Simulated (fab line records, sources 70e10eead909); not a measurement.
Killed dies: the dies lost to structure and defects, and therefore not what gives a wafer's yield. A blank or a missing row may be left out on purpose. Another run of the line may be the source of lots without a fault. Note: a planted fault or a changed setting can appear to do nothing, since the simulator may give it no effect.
Code-filled problem report in 8D (eight disciplines) form -- flow nandHarc -- the parts of the form that need people (team, actions taken, sign-off) are left out

## 1. WHAT IS WRONG
Wafers with no fault read 24 with a standard deviation of 7.4, whereas killedAtArray at NHARC_END_SORT_01 reads a mean of 216 on 1 wafer of 1 lot. Relative to the usual mean, that is a shift of +26 standard deviations.
The first sign was on wafer L701.5 at day 21 20:41, on prober-01. The record holds 3 wafers of 1 lot with a number at this step. Rule for "out", or "out of limits": more than 4 standard deviations from the usual mean. Any other wafer with a number is counted as sound.

## 2. WHAT IT IS, AND WHAT IT ISN'T
question,is,is not
which readings at this step,"killedAtArray, killedDies","killedAtOther, killedOpen, killedShort"
which lots,L701,-
which wafers of those lots,L701.5,"L701.1, L701.6"
read on which gauges,prober-01,-
when,from day 21 20:41,up to then (1 sound wafer); but 1 sound wafer of L701 came after

## 3. WHAT RULES OUT EACH SUSPECT
Counting: if a tool at a process step up to the reading ran every lot that is out, it stays a suspect. Sound lots after the first of them don't rule it out here, since some wafers of a struck lot are sound.
- the gauge at NHARC_END_SORT_01: ruled out. All the wafers that are out were read on prober-01, but those of them that NHARC_A_CHANNEL_HOLE_D1_ETCH_44 has rows for are out there too, on other tools.
- rieDiel-09 at NHARC_A_CHANNEL_HOLE_D1_ETCH_38 (etches the open film in CF4, target depth 39 nm, time 65 s): kept. It ran the lot that is out, L701 (day 11 02:21).
- harEtch-02 at NHARC_A_CHANNEL_HOLE_D1_ETCH_21 (etches the open film in C4F8/O2/Ar, time 514.3 s, target depth 1600 nm): kept. It ran the lot that is out, L701 (day 11 03:56).
- rieDiel-05 at NHARC_A_CHANNEL_HOLE_D1_ETCH_44 (etches the open film in CF4/O2, target depth 140 nm, overetch 14 nm, time 77 s): kept. It ran the lot that is out, L701 (day 11 08:13). Its own runLengthS readings are out on those wafers.
- rieSi-02 at NHARC_A_CHANNEL_FILL_D1_ETCHBACK_19 (etches the open film in HBr/Cl2, target depth 5 nm, time 1.7 s): kept. It ran the lot that is out, L701 (day 12 10:10).
- In rieDiel-09 at NHARC_A_CHANNEL_HOLE_D1_ETCH_38, the wafers that are out were processed in chamber 2 and their sound lot-mates in chambers 1, 3.
- The sound lot-mates ran in chamber 0 of harEtch-02 at NHARC_A_CHANNEL_HOLE_D1_ETCH_21, but the wafers that are out ran in chamber 1.
- In rieDiel-05 at NHARC_A_CHANNEL_HOLE_D1_ETCH_44, the wafers that are out were processed in chamber 0 and their sound lot-mates in chambers 1, 3.
- The sound lot-mates ran in chamber 1 of rieSi-02 at NHARC_A_CHANNEL_FILL_D1_ETCHBACK_19, but the wafers that are out ran in chamber 2.
Left after counting: rieDiel-09 at NHARC_A_CHANNEL_HOLE_D1_ETCH_38, harEtch-02 at NHARC_A_CHANNEL_HOLE_D1_ETCH_21, rieDiel-05 at NHARC_A_CHANNEL_HOLE_D1_ETCH_44, rieSi-02 at NHARC_A_CHANNEL_FILL_D1_ETCHBACK_19.

## 4. THE CAUSE (what the simulator had put in)
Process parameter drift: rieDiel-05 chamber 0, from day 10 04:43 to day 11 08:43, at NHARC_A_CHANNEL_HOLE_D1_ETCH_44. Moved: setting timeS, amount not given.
Of the 4 suspects that counting leaves, this tool is one.

## 5. THE EFFECT CHAIN, in route order
Each row: a reading whose mean over the struck wafers that have a number lies more than 3 standard deviations from the usual. Only readings for which the record gives a usual standard deviation are gone through. hours: the time from each lot's start at the first step in this table that gives one to its start at this step, as a median over the lots. sigmas: the change in usual standard deviations.
hours,step,reading,usual,on struck wafers,change,sigmas
0,NHARC_A_CHANNEL_HOLE_D1_ETCH_44,runLengthS,98.0 s,92.4,-5.6,-14
252,NHARC_END_SORT_01,killedAtArray,24,216,+192,+26
252,NHARC_END_SORT_01,killedDies,28,225,+197,+25
Process steps it contains:
- NHARC_A_CHANNEL_HOLE_D1_ETCH_44: etches the open film in CF4/O2, target depth 140 nm, overetch 14 nm, time 77 s.

## 6. WHAT WOULD HAVE CAUGHT IT SOONER
280 hours passed between the start of the fault at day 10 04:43 and the first reading out of limits at a measuring or inspecting step in this record, taken at day 21 20:41.
The tool's own readings at NHARC_A_CHANNEL_HOLE_D1_ETCH_44 were out on every struck wafer that the step has a row for (runLengthS): an alarm limit on them would have fired on the first of those.
By day 21 20:41, every lot that is out (1) had started NHARC_A_CHANNEL_HOLE_D1_ETCH_44 on rieDiel-05. Had the tool been put on hold then, not one of them would have been saved.
